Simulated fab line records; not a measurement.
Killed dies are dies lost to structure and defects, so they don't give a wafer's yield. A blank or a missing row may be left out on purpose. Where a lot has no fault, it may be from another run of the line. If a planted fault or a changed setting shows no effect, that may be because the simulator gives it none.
Which tool did it?	flow n5Finfet	24 lots, 72 wafers sampled, at 6 steps of a route of 1938

WHAT THE GAUGES READ, wafer by wafer
N5_BEOL_M13_INSPECT_55: inspects for defects (darkfield). Usual: rawDefectCount reads 65 (standard deviation 19).
lot	measured	on	rawDefectCount	flag
L074	day 11 09:17	defectInspect-01	46 70 79	
L075	day 11 10:06	defectInspect-01	74 37 63	
L077	day 12 02:24	defectInspect-02	94 60 48	
L076	day 12 02:31	defectInspect-02	95 83 93	
L078	day 12 03:52	defectInspect-01	74 69 57	
L079	day 12 12:47	defectInspect-01	118 92 85	
L080	day 12 17:19	defectInspect-02	76 70 98	
L081	day 12 19:00	defectInspect-02	59 59 82	
L083	day 12 22:39	defectInspect-02	26 27 42	
L082	day 13 02:04	defectInspect-02	96 76 77	
L084	day 13 16:25	defectInspect-01	76 76 76	
L085	day 13 22:35	defectInspect-02	56 93 90	
L086	day 14 01:01	defectInspect-01	58 51 92	
L087	day 14 04:53	defectInspect-02	56 57 49	
L089	day 14 16:56	defectInspect-01	62 54 51	
L090	day 14 21:29	defectInspect-01	96 48 95	
L088	day 15 02:49	defectInspect-01	53 69 47	
L093	day 15 07:50	defectInspect-01	34 60 59	
L091	day 15 18:23	defectInspect-01	49 43 47	
L094	day 16 00:35	defectInspect-02	94 69 71	
L092	day 16 01:17	defectInspect-01	47 66 67	
L095	day 16 03:31	defectInspect-02	56 55 81	
L096	day 16 18:24	defectInspect-02	61 95 83	
L097	day 17 09:47	defectInspect-01	68 63 57	

WHAT TOOL EACH LOT RAN ON (gives the tool, then ch and the chambers of the sampled wafers, and finally the start)
lot	N5_BEOL_M13_DESCUM_33	N5_BEOL_M13_ETCH_68	N5_BEOL_M13_ETCH_38	N5_BEOL_M13_SPUTTER_44	N5_BEOL_M13_ANNEAL_48
L074	rieDiel-02 ch 0,3, day 11 03:02	rieDiel-02 ch 0,3, day 11 03:13	rieDiel-03 ch 1,3, day 11 07:31	pvdSputter-03, day 11 08:10	rtpAnneal-02 ch 0, day 11 08:31
L075	rieDiel-04 ch 2,3, day 11 05:30	rieDiel-04 ch 2,3, day 11 05:41	rieDiel-04 ch 0,2, day 11 08:25	pvdSputter-03, day 11 08:53	rtpAnneal-02 ch 0, day 11 09:17
L077	rieDiel-04 ch 0,1,2, day 11 20:32	rieDiel-04 ch 0,1,2, day 11 20:43	rieDiel-04 ch 1,2, day 11 21:59	pvdSputter-02, day 11 22:43	rtpAnneal-01 ch 0, day 12 01:39
L076	rieDiel-02 ch 0,1,3, day 11 21:08	rieDiel-02 ch 0,1,3, day 11 21:19	rieDiel-04 ch 0,2, day 11 22:35	pvdSputter-02, day 11 23:10	rtpAnneal-02 ch 0, day 12 01:44
L078	rieDiel-02 ch 0,3, day 12 00:53	rieDiel-02 ch 0,3, day 12 01:04	rieDiel-02 ch 0,2, day 12 01:38	pvdSputter-02, day 12 02:16	rtpAnneal-02 ch 0, day 12 03:08
L079	rieDiel-03 ch 0,1,2, day 12 02:50	rieDiel-03 ch 0,1,2, day 12 03:02	rieDiel-03 ch 2,3, day 12 10:59	pvdSputter-02, day 12 11:37	rtpAnneal-02 ch 0, day 12 12:08
L080	rieDiel-03 ch 1,2, day 12 14:49	rieDiel-03 ch 1,2, day 12 15:00	rieDiel-03 ch 2,3, day 12 15:37	pvdSputter-02, day 12 16:11	rtpAnneal-02 ch 0, day 12 16:40
L081	rieDiel-03 ch 0,1,3, day 12 16:20	rieDiel-03 ch 0,1,3, day 12 16:31	rieDiel-04 ch 0,1,2, day 12 17:05	pvdSputter-02, day 12 17:53	rtpAnneal-01 ch 0, day 12 18:18
L083	rieDiel-04 ch 0,2,3, day 12 19:32	rieDiel-04 ch 0,2,3, day 12 19:43	rieDiel-03 ch 0,1,3, day 12 21:10	pvdSputter-03, day 12 21:32	rtpAnneal-02 ch 0, day 12 21:55
L082	rieDiel-04 ch 2,3, day 12 20:54	rieDiel-04 ch 2,3, day 12 21:05	rieDiel-04 ch 0,3, day 12 21:42	pvdSputter-01, day 13 00:58	rtpAnneal-01 ch 0, day 13 01:22
L084	rieDiel-02 ch 2,3, day 13 13:12	rieDiel-02 ch 2,3, day 13 13:23	rieDiel-03 ch 0,3, day 13 14:24	pvdSputter-01, day 13 15:01	rtpAnneal-01 ch 0, day 13 15:28
L085	rieDiel-04 ch 0,1, day 13 20:13	rieDiel-04 ch 0,1, day 13 20:23	rieDiel-04 ch 0,1, day 13 20:55	pvdSputter-03, day 13 21:20	rtpAnneal-02 ch 0, day 13 21:48
L086	rieDiel-02 ch 2,3, day 13 22:20	rieDiel-02 ch 2,3, day 13 22:31	rieDiel-02 ch 0,2,3, day 13 23:20	pvdSputter-03, day 13 23:54	rtpAnneal-02 ch 0, day 14 00:19
L087	rieDiel-04 ch 0,1, day 14 02:35	rieDiel-04 ch 0,1, day 14 02:46	rieDiel-02 ch 0,1,2, day 14 03:23	pvdSputter-02, day 14 03:45	rtpAnneal-01 ch 0, day 14 04:08
L089	rieDiel-04 ch 1,2, day 14 14:29	rieDiel-04 ch 1,2, day 14 14:40	rieDiel-02 ch 1,2,3, day 14 15:21	pvdSputter-02, day 14 15:49	rtpAnneal-02 ch 0, day 14 16:11
L090	rieDiel-02 ch 0,2,3, day 14 16:01	rieDiel-02 ch 0,2,3, day 14 16:11	rieDiel-02 ch 0,2,3, day 14 19:32	pvdSputter-03, day 14 20:13	rtpAnneal-02 ch 0, day 14 20:44
L088	rieDiel-04 ch 0,3, day 14 23:58	rieDiel-04 ch 0,3, day 15 00:08	rieDiel-02 ch 2,3, day 15 00:46	pvdSputter-02, day 15 01:19	rtpAnneal-01 ch 0, day 15 02:04
L093	rieDiel-02 ch 1,2,3, day 15 05:01	rieDiel-02 ch 1,2,3, day 15 05:12	rieDiel-02 ch 1,2,3, day 15 05:44	pvdSputter-03, day 15 06:43	rtpAnneal-01 ch 0, day 15 07:04
L091	rieDiel-04 ch 2,3, day 15 13:12	rieDiel-04 ch 2,3, day 15 13:23	rieDiel-04 ch 1,2, day 15 16:34	pvdSputter-03, day 15 17:02	rtpAnneal-01 ch 0, day 15 17:40
L094	rieDiel-04 ch 1,2,3, day 15 20:38	rieDiel-04 ch 1,2,3, day 15 20:49	rieDiel-02 ch 0,1,2, day 15 22:44	pvdSputter-01, day 15 23:25	rtpAnneal-01 ch 0, day 15 23:51
L092	rieDiel-02 ch 0,1,2, day 15 21:13	rieDiel-02 ch 0,1,2, day 15 21:24	rieDiel-02 ch 1,2,3, day 15 23:32	pvdSputter-03, day 16 00:10	rtpAnneal-01 ch 0, day 16 00:32
L095	rieDiel-03 ch 2,3, day 15 21:47	rieDiel-03 ch 2,3, day 15 21:58	rieDiel-03 ch 1,3, day 16 01:51	pvdSputter-01, day 16 02:24	rtpAnneal-02 ch 0, day 16 02:51
L096	rieDiel-03 ch 0,1,3, day 16 15:25	rieDiel-03 ch 0,1,3, day 16 15:35	rieDiel-04 ch 0,1,2, day 16 16:38	pvdSputter-03, day 16 17:17	rtpAnneal-01 ch 0, day 16 17:39
L097	rieDiel-04 ch 0,3, day 17 03:53	rieDiel-04 ch 0,3, day 17 04:04	rieDiel-02 ch 1,2,3, day 17 07:49	pvdSputter-01, day 17 08:31	rtpAnneal-01 ch 0, day 17 08:56
- N5_BEOL_M13_DESCUM_33: chemistry O2, time 7.9 s.
- N5_BEOL_M13_ETCH_68: etches SOC in N2/H2, time 355 s.
- N5_BEOL_M13_ETCH_38: etches SiCN in CF4/N2, target depth 67.5 nm, time 71.9 s.
- N5_BEOL_M13_SPUTTER_44: material Ta, target thk 10 nm, time 16.13 s.
- N5_BEOL_M13_ANNEAL_48: time 90 s.

WHAT THE TOOLS THEMSELVES READ (means of the sampled wafers that have a number; where no wafer has one, the mark that the record gives instead)
N5_BEOL_M13_DESCUM_33. Usual: drypumpMotorCurrentA 5.8 A, standard deviation 0.4; oesProductAu 0.81 a.u., standard deviation 0.1; rfVppV 242.6 V, standard deviation 1.3; showerheadPlenumPTorr 2.06 Torr, standard deviation 0.066; throttleValvePct 20.32 %, standard deviation 0.27.
lot	tool	drypumpMotorCurrentA (A)	oesProductAu (a.u.)	rfVppV (V)	showerheadPlenumPTorr (Torr)	throttleValvePct (%)	flag
L074	rieDiel-02	6.1	0.86	243.8	2.12	20.11	
L075	rieDiel-04	5.7	0.85	242.1	2.05	20.38	
L077	rieDiel-04	5.8	0.77	243.1	2.09	20.44	
L076	rieDiel-02	5.9	0.79	241.9	2.04	20.17	
L078	rieDiel-02	5.9	0.78	244.1	2.10	20.39	
L079	rieDiel-03	5.7	0.80	241.4	2.04	20.39	
L080	rieDiel-03	5.7	0.78	242.3	2.04	20.31	
L081	rieDiel-03	5.7	0.81	241.9	2.04	20.43	
L083	rieDiel-04	5.7	0.76	243.6	2.05	20.58	
L082	rieDiel-04	5.8	0.77	243.3	2.05	20.54	
L084	rieDiel-02	5.5	0.89	242.5	2.07	19.97	
L085	rieDiel-04	5.9	0.70	242.7	2.13	20.50	
L086	rieDiel-02	5.5	0.89	243.0	2.07	19.96	
L087	rieDiel-04	5.8	0.69	243.7	2.09	20.66	
L089	rieDiel-04	6.0	0.76	243.9	2.12	20.34	
L090	rieDiel-02	5.7	0.82	242.8	2.08	20.20	
L088	rieDiel-04	5.7	0.99	241.9	2.06	20.37	
L093	rieDiel-02	5.7	0.82	242.7	2.03	19.98	
L091	rieDiel-04	5.7	0.90	243.1	2.04	20.29	
L094	rieDiel-04	5.9	0.84	243.4	2.08	20.31	
L092	rieDiel-02	5.5	0.76	241.8	2.01	20.25	
L095	rieDiel-03	6.2	0.71	242.1	1.99	20.48	
L096	rieDiel-03	5.7	0.77	242.0	2.03	20.47	
L097	rieDiel-04	5.8	0.93	241.9	2.05	20.35	

N5_BEOL_M13_ETCH_68. Usual: drypumpMotorCurrentA 5.8 A, standard deviation 0.4; oesProductAu 0.81 a.u., standard deviation 0.1; rfVppV 522.7 V, standard deviation 2.4; showerheadPlenumPTorr 2.50 Torr, standard deviation 0.082; throttleValvePct 17.68 %, standard deviation 0.27.
lot	tool	drypumpMotorCurrentA (A)	oesProductAu (a.u.)	rfVppV (V)	showerheadPlenumPTorr (Torr)	throttleValvePct (%)	flag
L074	rieDiel-02	6.1	0.85	525.3	2.58	17.57	
L075	rieDiel-04	5.8	0.86	522.3	2.49	17.75	
L077	rieDiel-04	5.8	0.78	524.2	2.55	17.81	
L076	rieDiel-02	5.9	0.79	522.6	2.49	17.58	
L078	rieDiel-02	5.9	0.79	524.6	2.55	17.82	
L079	rieDiel-03	5.7	0.79	521.5	2.48	17.73	
L080	rieDiel-03	5.7	0.78	521.9	2.48	17.76	
L081	rieDiel-03	5.7	0.80	521.9	2.48	17.70	
L083	rieDiel-04	5.7	0.75	522.2	2.50	17.92	
L082	rieDiel-04	5.8	0.77	522.3	2.49	17.90	
L084	rieDiel-02	5.5	0.88	523.0	2.52	17.25	
L085	rieDiel-04	5.9	0.70	525.9	2.59	17.89	
L086	rieDiel-02	5.6	0.87	523.7	2.51	17.27	
L087	rieDiel-04	5.8	0.68	524.5	2.54	18.01	
L089	rieDiel-04	6.0	0.77	524.9	2.58	17.75	
L090	rieDiel-02	5.7	0.82	523.7	2.53	17.57	
L088	rieDiel-04	5.6	0.98	522.3	2.50	17.66	
L093	rieDiel-02	5.7	0.82	521.5	2.46	17.34	
L091	rieDiel-04	5.8	0.89	522.5	2.48	17.65	
L094	rieDiel-04	5.9	0.84	523.4	2.53	17.69	
L092	rieDiel-02	5.5	0.76	521.5	2.44	17.58	
L095	rieDiel-03	6.2	0.71	520.9	2.42	17.93	
L096	rieDiel-03	5.7	0.77	521.9	2.47	17.75	
L097	rieDiel-04	5.7	0.93	522.2	2.49	17.66	

N5_BEOL_M13_ETCH_38. Usual: drypumpMotorCurrentA 5.8 A, standard deviation 0.41; mfcArSccm 100.0 sccm, standard deviation 0.31; oesProductAu 0.79 a.u., standard deviation 0.088; rfVppV 381.3 V, standard deviation 1.8; showerheadPlenumPTorr 2.16 Torr, standard deviation 0.071; throttleValvePct 15.36 %, standard deviation 0.29.
lot	tool	drypumpMotorCurrentA (A)	mfcArSccm (sccm)	oesProductAu (a.u.)	rfVppV (V)	showerheadPlenumPTorr (Torr)	throttleValvePct (%)	flag
L074	rieDiel-03	5.7	100.0	0.83	381.5	2.17	15.34	
L075	rieDiel-04	5.7	99.9	0.85	381.7	2.17	15.47	
L077	rieDiel-04	6.0	99.6	0.80	383.6	2.24	15.37	
L076	rieDiel-04	5.7	100.1	0.84	381.5	2.17	15.47	
L078	rieDiel-02	5.4	100.0	0.84	381.0	2.17	15.19	
L079	rieDiel-03	6.2	99.9	0.75	380.0	2.12	15.48	
L080	rieDiel-03	6.2	100.0	0.75	381.3	2.12	15.48	
L081	rieDiel-04	5.8	100.0	0.77	383.0	2.21	15.53	
L083	rieDiel-03	5.7	100.1	0.80	381.2	2.16	15.43	
L082	rieDiel-04	5.7	99.5	0.68	381.8	2.17	15.81	
L084	rieDiel-03	6.1	100.1	0.74	380.4	2.10	15.60	
L085	rieDiel-04	5.9	100.1	0.71	383.2	2.24	15.59	
L086	rieDiel-02	5.7	100.0	0.83	382.8	2.20	15.21	
L087	rieDiel-02	5.5	99.9	0.78	379.6	2.13	15.27	
L089	rieDiel-02	5.7	100.1	0.82	380.9	2.14	15.01	
L090	rieDiel-02	5.7	100.0	0.81	382.8	2.20	15.23	
L088	rieDiel-02	5.5	99.9	0.87	381.8	2.18	14.96	
L093	rieDiel-02	5.7	100.1	0.82	380.8	2.14	15.02	
L091	rieDiel-04	5.8	100.0	0.81	382.2	2.20	15.40	
L094	rieDiel-02	5.5	99.7	0.76	380.5	2.13	15.30	
L092	rieDiel-02	5.7	100.2	0.82	381.0	2.14	15.03	
L095	rieDiel-03	5.2	100.1	0.84	381.8	2.20	15.31	
L096	rieDiel-04	5.8	99.9	0.83	381.5	2.20	15.42	
L097	rieDiel-02	5.7	100.2	0.81	381.1	2.14	15.06	

N5_BEOL_M13_SPUTTER_44. Usual: throttleValvePct reads 29.8 % (standard deviation 0.79).
lot	tool	throttleValvePct (%)	flag
L074	pvdSputter-03	29.5	
L075	pvdSputter-03	29.6	
L077	pvdSputter-02	30.4	
L076	pvdSputter-02	29.8	
L078	pvdSputter-02	29.6	
L079	pvdSputter-02	30.3	
L080	pvdSputter-02	29.7	
L081	pvdSputter-02	30.3	
L083	pvdSputter-03	29.9	
L082	pvdSputter-01	30.3	
L084	pvdSputter-01	29.9	
L085	pvdSputter-03	29.4	
L086	pvdSputter-03	29.2	
L087	pvdSputter-02	29.8	
L089	pvdSputter-02	29.8	
L090	pvdSputter-03	29.7	
L088	pvdSputter-02	31.0	
L093	pvdSputter-03	29.6	
L091	pvdSputter-03	30.1	
L094	pvdSputter-01	30.5	
L092	pvdSputter-03	29.2	
L095	pvdSputter-01	30.4	
L096	pvdSputter-03	29.5	
L097	pvdSputter-01	29.9	

N5_BEOL_M13_ANNEAL_48. Usual: wafer_temp_C_max reads 225.61 (standard deviation 0.21).
lot	tool	wafer_temp_C_max	flag
L074	rtpAnneal-02	225.80	
L075	rtpAnneal-02	225.45	
L077	rtpAnneal-01	225.62	
L076	rtpAnneal-02	225.47	
L078	rtpAnneal-02	225.93	
L079	rtpAnneal-02	225.83	
L080	rtpAnneal-02	225.84	
L081	rtpAnneal-01	225.54	
L083	rtpAnneal-02	225.78	
L082	rtpAnneal-01	225.29	
L084	rtpAnneal-01	225.53	
L085	rtpAnneal-02	225.53	
L086	rtpAnneal-02	225.77	
L087	rtpAnneal-01	225.38	
L089	rtpAnneal-02	225.60	
L090	rtpAnneal-02	225.78	
L088	rtpAnneal-01	225.65	
L093	rtpAnneal-01	225.68	
L091	rtpAnneal-01	225.58	
L094	rtpAnneal-01	225.46	
L092	rtpAnneal-01	225.51	
L095	rtpAnneal-02	225.72	
L096	rtpAnneal-01	225.56	
L097	rtpAnneal-01	225.39	

THE ANSWER, worked out from the rows above alone
Rule: a lot counts as off when the mean over its wafers that have a number is more than 3 standard deviations away from the usual mean. A lot without any number at a reading at which 4 lots or more have one is off too. Where the step has rows for the other lots, those lots are counted as sound. Order of review: gauges by route order, followed by the tools' own readings, for which a lot's mean as printed above is used. At the first step where some lot is off, the reading lying furthest off is the one used; lots without a number count as furthest.
Across all readings shown, no lot is off: no conclusion can be drawn from this.

WHAT WAS PUT IN BY THE SIMULATOR
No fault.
